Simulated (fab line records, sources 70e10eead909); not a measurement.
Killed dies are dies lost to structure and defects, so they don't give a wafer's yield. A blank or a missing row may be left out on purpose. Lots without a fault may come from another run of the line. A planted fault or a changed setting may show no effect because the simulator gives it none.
One fault seen from 2 desks | flow nand_harc | each desk has only its own numbers; what lay behind them comes last

THE DEFECT DESK
What the inspections along the route counted, lot by lot: means of the sampled wafers that have a number. A lot is out of limits, marked OUT, if its mean lies more than 4 standard deviations from the usual mean; the brackets give that distance.
Columns: A = raw_defect_count at NHARC_A_M1_INSPECT_11, usual 31
lot  | first seen here | A
L813 | day 18 04:31    | 28
L815 | day 18 16:38    | 24
L820 | day 19 07:58    | 22
L818 | day 19 11:18    | 31
L822 | day 20 04:18    | 49
L827 | day 21 00:26    | 43
L829 | day 21 17:26    | 13
L830 | day 22 07:49    | 16
L831 | day 22 09:18    | 34
L832 | day 22 21:57    | 45
L834 | day 23 02:02    | 40
L836 | day 23 07:46    | 17
This desk's finding: nothing out of limits on any of the 12 lots.

THE TOOL OWNER'S DESK: wet_bench-10
The tool's own readings at NHARC_A_M1_STRIP_19 (strips in post etch residue remover, time 600 s): means of the sampled wafers that have a number, for each lot that ran on this tool. A lot is out of limits, marked OUT, if its mean lies more than 4 standard deviations from the usual mean; the brackets give that distance.
Columns: A = run_length_s at NHARC_A_M1_STRIP_19, usual 603.1 s
lot  | first seen here | A
L813 | day 18 05:20    | 603.1
L820 | day 19 08:47    | 603.3
L822 | day 20 05:07    | 603.6
L827 | day 21 01:14    | 726.5 (+99 or more) OUT
L830 | day 22 08:38    | 727.5 (+99 or more) OUT
This desk's finding: out of limits on L827, L830; first on L827, day 21 01:14 (run_length_s at NHARC_A_M1_STRIP_19). In limits: L813, L820, L822.

PUT TOGETHER
The tool owner's desk could have raised an alarm at day 21 01:14, on L827, L830.
The defect desk saw nothing out of limits.
The defect desk has L827, L830 on record, within its limits.
Of the lots named, all ran NHARC_A_M1_STRIP_19 on wet_bench-10.

WHAT THE SIMULATOR HAD PUT IN
Process parameter drift: wet_bench-10, from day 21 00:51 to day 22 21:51, at NHARC_A_M1_STRIP_19. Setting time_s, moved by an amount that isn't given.
Lots struck among those shown: L827, L830.
Hours from the fault's start to each desk's first reading out of limits: the tool owner's desk, 0.
